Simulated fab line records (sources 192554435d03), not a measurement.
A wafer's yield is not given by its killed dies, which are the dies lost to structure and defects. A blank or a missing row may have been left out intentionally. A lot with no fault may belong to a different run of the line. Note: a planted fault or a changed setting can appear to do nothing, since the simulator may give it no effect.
Struck lot and sound lot, side by side :: flow n5-finfet :: 39 steps out of a route of 1938
Sound: these wafers, L702.1, L702.2, L702.6. Struck: wafer L707.5; the same lot's L707.3 was not struck, so it is left out; see the end for the cause.
At each step with rows: each side's tool, then ch and its chambers, then its first start. Under that, the readings that differ: sound wafers :: struck wafers :: difference of the means :: sigmas: that difference in standard deviations of wafers without a fault.
alike: same words and numbers on both sides, and readings whose means sit less than 2 such deviations apart. not compared: any withheld reading, any reading some wafer has no value for, any bound like >300 that may hide the same value, and any number with overlapping values for which the record gives no deviation.
A row with sigmas, a row that says differs or no value, or rows on one side alone: a step with any of these is where the two part. Non-overlapping numbers with no deviation appear without sigmas and do not part them. A reading that every wafer of one side lacks parts them only if that side has two wafers or more.

first, 10 steps without rows for these wafers: N5_BEOL_M2_STRIP_36 (strips in N2/H2); N5_BEOL_M2_TRENCH_ETCH_37 (etches SiOC in C4F6/O2, target depth 55.555 nm, time 29.2 s); N5_BEOL_M2_ETCH_41 (etches SiCN in CH3F/O2, target depth 29.9 nm, time 52.5 s); N5_BEOL_M2_STRIP_97 (strips in N2/H2, time 10 s); N5_BEOL_M2_HM_STRIP_39 (strips TiN in peroxide tin strip, target depth 25 nm, time 158 s); N5_BEOL_M2_SRD_40 (time 30 s); N5_BEOL_M2_PRECLEAN_42 (cleans in residue remover, time 60 s); N5_BEOL_M2_SRD_43 (time 30 s); N5_BEOL_M2_DEGAS_44 (time 60 s); N5_BEOL_M2_PRE_CLEAN_45 (time 30 s).
N5_BEOL_M2_ALD_84: deposits TaN, pulse time 2 s, purge time 3 s, co reactant purge time 2 s.
  sound on ald-metal-02 ch 0,1, day 9 21:55; struck on ald-metal-02 ch 3, day 11 06:31
reading: ald-cycles
sound: 30 30 30
struck: 24
difference: -6
sigmas: 
  alike: heater-power-w, precursor-vessel-carrier-sccm, precursor-vessel-pressure-torr
then, 26 steps without rows for these wafers: N5_BEOL_M2_SURFACE_TREAT_85; N5_BEOL_M2_CVD_47 (deposits Co from CCTBA/H2, target thk 3 nm, time 223.8 s); N5_BEOL_M2_SPUTTER_48 (material Cu, target thk 4.5 nm, time 8.29 s); N5_BEOL_M2_ANNEAL_49 (time 240 s); N5_BEOL_M2_SPUTTER_79 (material Cu, target thk 4.5 nm, time 8.29 s); N5_BEOL_M2_ANNEAL_80 (time 240 s); N5_BEOL_M2_SPUTTER_81 (material Cu, target thk 4.5 nm, time 8.29 s); N5_BEOL_M2_ANNEAL_82 (time 240 s); N5_BEOL_M2_SPUTTER_86 (material Cu, target thk 4.5 nm, time 8.29 s); N5_BEOL_M2_ANNEAL_87 (time 240 s); N5_BEOL_M2_SPUTTER_88 (material Cu, target thk 4.5 nm, time 8.29 s); N5_BEOL_M2_ANNEAL_89 (time 240 s); N5_BEOL_M2_SPUTTER_90 (material Cu, target thk 4.5 nm, time 8.29 s); N5_BEOL_M2_ANNEAL_91 (time 240 s); N5_BEOL_M2_SPUTTER_92 (material Cu, target thk 4.5 nm, time 8.29 s); N5_BEOL_M2_ANNEAL_93 (time 240 s); N5_BEOL_M2_SPUTTER_94 (material Cu, target thk 4.5 nm, time 8.29 s); N5_BEOL_M2_ANNEAL_95 (time 240 s); N5_BEOL_M2_SPUTTER_96 (material Cu, target thk 4.5 nm, time 8.29 s); N5_BEOL_M2_ECD_50 (material Cu, target thk 300 nm); N5_BEOL_M2_ANNEAL_51 (time 90 s); N5_BEOL_M2_CMP_52 (polishes, stops on SiOC, t overpolish 6.8 s, target thk 40 nm); N5_BEOL_M2_PRE_CLEAN_60 (time 15 s); N5_BEOL_M2_CO_CAP_55 (material Co, precursor CCTBA/H2, target thk 2 nm, time 102.1 s); N5_BEOL_M2_PRE_CLEAN_56 (time 15 s); N5_BEOL_M2_DEP_57 (deposits SiCN from 3MS/NH3, target thk 8 nm, time 14 s).
N5_BEOL_M4_RC_MEAS_101:
  sound on prober-01 ch 0, day 11 06:53; struck on prober-02 ch 0, day 12 09:44
reading: COMB_M2 (S/m)
sound: 4.4e-11 5.4e-11 7e-11
struck: 9.4e-11
difference: +3.8e-11
sigmas: +3
  alike: CHAIN_V1, DIBL_N, DIBL_P, IOFF_N, IOFF_P, ION_N, ION_P, SS_N, SS_P, VT_N, VT_P
-- a jump in the record: the struck wafers' starts before and after are 4 days apart (it breaks off in module BEOL_M4 and resumes in module PASSIVATION, where the first step shown is number 1936 of the route) --
N5_PASSIVATION_PROBE_49:
  record: rows for the struck wafers here (prober-01, day 16 18:29), none for the sound ones

## WHERE THEY PART
First at N5_BEOL_M4_RC_MEAS_101; last, within this record, at N5_PASSIVATION_PROBE_49.

WHY: the cause the simulator had injected
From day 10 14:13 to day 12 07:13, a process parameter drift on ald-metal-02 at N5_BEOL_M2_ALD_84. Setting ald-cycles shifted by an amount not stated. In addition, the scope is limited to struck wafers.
